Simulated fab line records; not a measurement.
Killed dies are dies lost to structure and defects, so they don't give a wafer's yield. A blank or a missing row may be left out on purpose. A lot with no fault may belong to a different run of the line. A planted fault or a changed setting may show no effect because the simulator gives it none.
Which tool was responsible?    flow n5 finfet    24 lots, 72 wafers sampled, at 5 steps of a route of 1938

## WHAT EACH GAUGE READ, for each wafer
N5_SD_EPI_P_EPI_MEAS_23.
lot   measured     on             thk nm (nm)
L074  day 3 10:07  film metro-01  61.2 60.8 60.7
L075  day 3 18:07  film metro-02  56.4 59.9 60.7
L076  day 3 23:46  film metro-02  60.8 61.8 61.1
L077  day 4 03:55  film metro-01  62.1 60.3 61.2
L078  day 4 10:35  film metro-01  60.0 61.9 59.6
L079  day 4 17:36  film metro-02  60.1 60.5 60.4
L080  day 4 22:11  film metro-02  62.4 62.0 60.3
L081  day 5 02:50  film metro-02  61.8 59.9 58.0
L082  day 5 08:26  film metro-01  59.9 58.9 62.8
L083  day 5 14:57  film metro-01  62.1 59.5 60.7
L084  day 5 23:04  film metro-01  60.6 60.2 61.8
L085  day 6 07:17  film metro-01  60.7 61.0 61.3
L086  day 6 17:41  film metro-01  61.0 60.9 59.8
L087  day 6 18:50  film metro-02  61.3 62.6 60.4
L088  day 6 23:52  film metro-01  61.3 60.9 59.9
L089  day 7 01:43  film metro-02  61.6 62.4 61.1
L090  day 7 08:46  film metro-01  58.8 59.4 60.0
L091  day 7 14:31  film metro-02  62.7 59.1 59.8
L092  day 8 01:33  film metro-02  59.7 60.5 61.0
L093  day 8 04:04  film metro-02  61.4 59.9 59.5
L094  day 8 09:55  film metro-02  62.6 61.0 61.5
L095  day 8 17:17  film metro-02  61.3 61.9 60.1
L096  day 9 02:29  film metro-02  60.5 62.7 59.4
L097  day 9 06:46  film metro-02  60.5 62.0 61.5

N5_SD_ACTIVATION_INSPECT_02: inspects for defects (darkfield).
lot   measured     on                 raw defect count
L074  day 3 11:04  defect inspect-02  177 172 155
L075  day 3 19:02  defect inspect-02  153 171 145
L076  day 4 00:41  defect inspect-01  129 148 137
L077  day 4 04:50  defect inspect-01  165 159 138
L078  day 4 11:31  defect inspect-02  159 154 238
L079  day 4 18:45  defect inspect-02  114 220 208
L080  day 4 23:11  defect inspect-01  230 170 185
L081  day 5 03:47  defect inspect-01  177 111 122
L082  day 5 09:22  defect inspect-02  167 157 174
L083  day 5 15:53  defect inspect-02  165 186 144
L084  day 6 00:07  defect inspect-01  153 151 184
L085  day 6 08:13  defect inspect-01  176 200 204
L086  day 6 19:03  defect inspect-02  127 190 126
L087  day 6 19:57  defect inspect-01  174 198 183
L088  day 7 01:03  defect inspect-01  143 169 193
L089  day 7 03:13  defect inspect-01  199 167 152
L090  day 7 10:03  defect inspect-01  211 248 166
L091  day 7 15:35  defect inspect-01  217 181 187
L092  day 8 02:28  defect inspect-01  140 117 147
L093  day 8 05:00  defect inspect-01  226 197 172
L094  day 8 10:50  defect inspect-02  178 145 197
L095  day 8 18:24  defect inspect-01  207 227 195
L096  day 9 03:25  defect inspect-01  186 154 204
L097  day 9 07:41  defect inspect-01  193 185 157

N5_ILD0_THK_MEAS_04.
lot   measured     on             thk nm (nm)
L074  day 3 15:03  film metro-02  197.7 197.3 194.6
L075  day 3 21:45  film metro-02  197.6 198.8 197.9
L076  day 4 03:45  film metro-01  196.3 196.3 198.3
L077  day 4 07:55  film metro-02  199.6 195.8 195.1
L078  day 4 14:40  film metro-01  200.8 202.3 198.5
L079  day 4 21:28  film metro-02  197.1 198.1 199.4
L080  day 5 02:48  film metro-01  199.3 198.9 195.6
L081  day 5 06:55  film metro-01  196.9 198.5 199.8
L082  day 5 12:04  film metro-01  197.3 199.7 196.5
L083  day 5 18:35  film metro-01  199.9 197.0 196.1
L084  day 6 02:54  film metro-01  196.1 197.3 197.4
L085  day 6 10:55  film metro-02  197.9 198.3 196.2
L086  day 6 21:45  film metro-01  199.3 198.1 200.1
L087  day 6 23:16  film metro-01  197.0 196.3 197.6
L088  day 7 03:58  film metro-01  196.9 197.2 196.3
L089  day 7 06:24  film metro-02  197.9 199.1 199.1
L090  day 7 12:45  film metro-01  197.5 195.8 200.5
L091  day 7 18:17  film metro-01  195.9 197.5 198.8
L092  day 8 05:35  film metro-01  196.6 196.9 197.9
L093  day 8 07:42  film metro-01  198.3 197.2 195.9
L094  day 8 13:33  film metro-01  195.7 196.4 196.2
L095  day 8 21:55  film metro-01  196.7 196.0 197.8
L096  day 9 06:50  film metro-02  198.8 197.7 195.8
L097  day 9 10:47  film metro-02  196.7 199.2 197.3

N5_SDB_CD_MEAS_11: target cd 50 nm.
lot   measured     on         cd nm (nm)
L074  day 3 19:34  cd sem-01  49.7 52.4 51.0
L075  day 4 01:56  cd sem-03  51.7 51.0 51.0
L076  day 4 07:49  cd sem-03  50.9 50.6 50.9
L077  day 4 11:58  cd sem-02  50.9 50.2 51.1
L078  day 4 18:36  cd sem-03  49.1 49.3 48.8
L079  day 5 01:55  cd sem-01  52.3 50.9 50.7
L080  day 5 07:12  cd sem-03  50.3 50.7 50.0
L081  day 5 10:50  cd sem-01  47.8 47.0 47.0
L082  day 5 16:21  cd sem-02  51.1 48.7 49.7
L083  day 5 22:49  cd sem-01  49.8 51.5 52.1
L084  day 6 07:03  cd sem-02  50.3 50.2 52.1
L085  day 6 14:50  cd sem-02  50.3 50.5 49.8
L086  day 7 01:53  cd sem-03  52.8 51.2 52.4
L087  day 7 03:20  cd sem-01  51.4 50.4 50.6
L088  day 7 08:19  cd sem-03  50.6 49.5 50.0
L089  day 7 10:27  cd sem-01  51.9 51.6 52.1
L090  day 7 16:48  cd sem-03  51.5 53.7 52.4
L091  day 7 22:20  cd sem-03  49.2 51.0 52.2
L092  day 8 09:57  cd sem-03  48.0 48.6 49.9
L093  day 8 11:52  cd sem-02  51.1 53.2 50.2
L094  day 8 18:11  cd sem-03  52.0 51.6 51.6
L095  day 9 01:58  cd sem-03  50.2 51.7 50.4
L096  day 9 11:01  cd sem-02  50.9 50.9 47.8
L097  day 9 14:43  cd sem-01  49.4 50.7 48.9

## EACH LOT AND THE TOOL THAT RAN IT (in order: tool; ch and the chambers of the sampled wafers; start)
lot   N5_ILD0_ALD_15
L074  ald sin-03 ch 1,2,3, day 3 16:33
L075  ald sin-02 ch 0,1, day 3 22:55
L076  ald sin-02 ch 0,2,3, day 4 04:49
L077  ald sin-04 ch 0,2, day 4 08:57
L078  ald sin-04 ch 0,2,3, day 4 15:43
L079  ald sin-02 ch 0,1,3, day 4 22:55
L080  ald sin-04 ch 1,2,3, day 5 04:19
L081  ald sin-02 ch 0,1,2, day 5 07:58
L082  ald sin-03 ch 1,2,3, day 5 13:26
L083  ald sin-03 ch 0,1,3, day 5 19:56
L084  ald sin-03 ch 1,2,3, day 6 04:10
L085  ald sin-02 ch 2,3, day 6 11:58
L086  ald sin-04 ch 0,1,3, day 6 23:01
L087  ald sin-02 ch 0,2, day 7 00:19
L088  ald sin-04 ch 2,3, day 7 05:16
L089  ald sin-04 ch 0,1,2, day 7 07:27
L090  ald sin-04 ch 0,1,3, day 7 13:47
L091  ald sin-03 ch 0,2, day 7 19:20
L092  ald sin-04 ch 1,2,3, day 8 06:59
L093  ald sin-03 ch 1,2, day 8 08:52
L094  ald sin-03 ch 0,1,2, day 8 15:11
L095  ald sin-02 ch 0,2,3, day 8 22:58
L096  ald sin-03 ch 0,2,3, day 9 07:59
L097  ald sin-03 ch 0,2,3, day 9 11:49
- N5_ILD0_ALD_15: deposits SiNx, target thk 24 nm, pulse time 1 s, ald cycles 480.

## AS READ BY THE TOOLS THEMSELVES (means over the sampled wafers that have a number; for cases with no such wafer, the mark the record gives instead)
N5_ILD0_ALD_15.
lot   tool        heater power w (W)  precursor pulse height rel
L074  ald sin-03  823                 0.990
L075  ald sin-02  770                 0.983
L076  ald sin-02  788                 0.998
L077  ald sin-04  885                 1.024
L078  ald sin-04  902                 0.978
L079  ald sin-02  771                 0.994
L080  ald sin-04  896                 1.007
L081  ald sin-02  748                 1.002
L082  ald sin-03  837                 1.010
L083  ald sin-03  843                 1.003
L084  ald sin-03  825                 1.011
L085  ald sin-02  792                 0.974
L086  ald sin-04  894                 0.998
L087  ald sin-02  782                 1.006
L088  ald sin-04  912                 1.003
L089  ald sin-04  873                 1.020
L090  ald sin-04  879                 1.001
L091  ald sin-03  805                 0.996
L092  ald sin-04  888                 0.991
L093  ald sin-03  805                 0.995
L094  ald sin-03  815                 0.988
L095  ald sin-02  784                 0.986
L096  ald sin-03  821                 0.976
L097  ald sin-03  820                 1.004

## THE ANSWER, worked out from the rows above alone
Rule: the usual values come from the lots themselves. Put in order of their means at a reading, lots are off if they are a third of the lots or fewer, leave a main group of 4 or more, and stand apart from it by a gap of 3 or more times the standard deviation of the main group's means; of several such gaps the widest counts. Not used: any main group whose means are identical at the precision the tables above print for the reading. A lot without any number at a reading at which 4 lots or more have one is off too. The other lots that the step has rows for count as sound. Order of review: gauges by route order, followed by the tools' own readings, for which a lot's mean as printed above is used. At the first step where some lot is off, the reading lying furthest off is the one used; lots without a number count as furthest.
None of the lots is off at any reading shown; this tells nothing.

## WHAT THE SIMULATOR HAD PUT IN
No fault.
